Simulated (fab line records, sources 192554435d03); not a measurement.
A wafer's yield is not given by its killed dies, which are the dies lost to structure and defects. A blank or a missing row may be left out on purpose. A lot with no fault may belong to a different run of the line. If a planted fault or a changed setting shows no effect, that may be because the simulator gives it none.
Chamber matching || flow n5Finfet || 4 sister chambers for N5_HKMG_FIN_ALD_91 on aldMetal-02
The step deposits TiN, target thk 1 nm, pulse time 1 s, purge time 3 s. 8 wafers are shown with their chamber, then 7 later ones without.

WAFERS WITH THEIR CHAMBER
{"wafer": "L703.2", "chamber": 2, "heaterPowerOuterW (W)": 582, "heaterPowerW (W)": 958}
{"wafer": "L704.2", "chamber": 2, "heaterPowerOuterW (W)": 577, "heaterPowerW (W)": 909}
{"wafer": "L704.5", "chamber": 3, "heaterPowerOuterW (W)": 631, "heaterPowerW (W)": 979}
{"wafer": "L710.1", "chamber": 3, "heaterPowerOuterW (W)": 618, "heaterPowerW (W)": 978}
{"wafer": "L710.3", "chamber": 0, "heaterPowerOuterW (W)": 553, "heaterPowerW (W)": 830}
{"wafer": "L710.5", "chamber": 1, "heaterPowerOuterW (W)": 550, "heaterPowerW (W)": 929}
{"wafer": "L712.1", "chamber": 0, "heaterPowerOuterW (W)": 541, "heaterPowerW (W)": 874}
{"wafer": "L712.3", "chamber": 1, "heaterPowerOuterW (W)": 545, "heaterPowerW (W)": 915}

WAFERS WITHOUT THEIR CHAMBER
{"wafer": "L712.6", "heaterPowerOuterW (W)": 626, "heaterPowerW (W)": 987}
{"wafer": "L714.3", "heaterPowerOuterW (W)": 573, "heaterPowerW (W)": 931}
{"wafer": "L714.4", "heaterPowerOuterW (W)": 546, "heaterPowerW (W)": 926}
{"wafer": "L714.5", "heaterPowerOuterW (W)": 555, "heaterPowerW (W)": 863}
{"wafer": "L716.2", "heaterPowerOuterW (W)": 577, "heaterPowerW (W)": 903}
{"wafer": "L716.3", "heaterPowerOuterW (W)": 601, "heaterPowerW (W)": 980}
{"wafer": "L716.5", "heaterPowerOuterW (W)": 623, "heaterPowerW (W)": 987}

THE CHAMBER EACH PASSED THROUGH
{"wafer": "L712.6", "from the rows above": 3, "in truth": 3}
{"wafer": "L714.3", "from the rows above": 2, "in truth": 2}
{"wafer": "L714.4", "from the rows above": 1, "in truth": 1}
{"wafer": "L714.5", "from the rows above": "can't be placed: 0 or 1", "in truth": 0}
{"wafer": "L716.2", "from the rows above": 2, "in truth": 2}
{"wafer": "L716.3", "from the rows above": "can't be placed: 3 or 2", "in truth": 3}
{"wafer": "L716.5", "from the rows above": 3, "in truth": 3}
Correct placement for 5 of the 7. Can't be placed from these rows: 2 (the true chamber is among the candidates in 2). Placed wrongly: 0.
How it was worked out, from the rows above alone: a wafer's distance from a chamber is the root of the sum, over the readings, of the square of ((its reading less the chamber's mean) divided by the reading's scatter). If the next closest chamber is less than 2 further off than the closest, the wafer can't be placed; otherwise it belongs to the closest. The mean given for a chamber averages the wafers shown for that chamber. How the scatter is found: for the shown wafers, subtract from each reading the mean of its chamber, square and add these, divide the total by (wafers less chambers), then take the root.
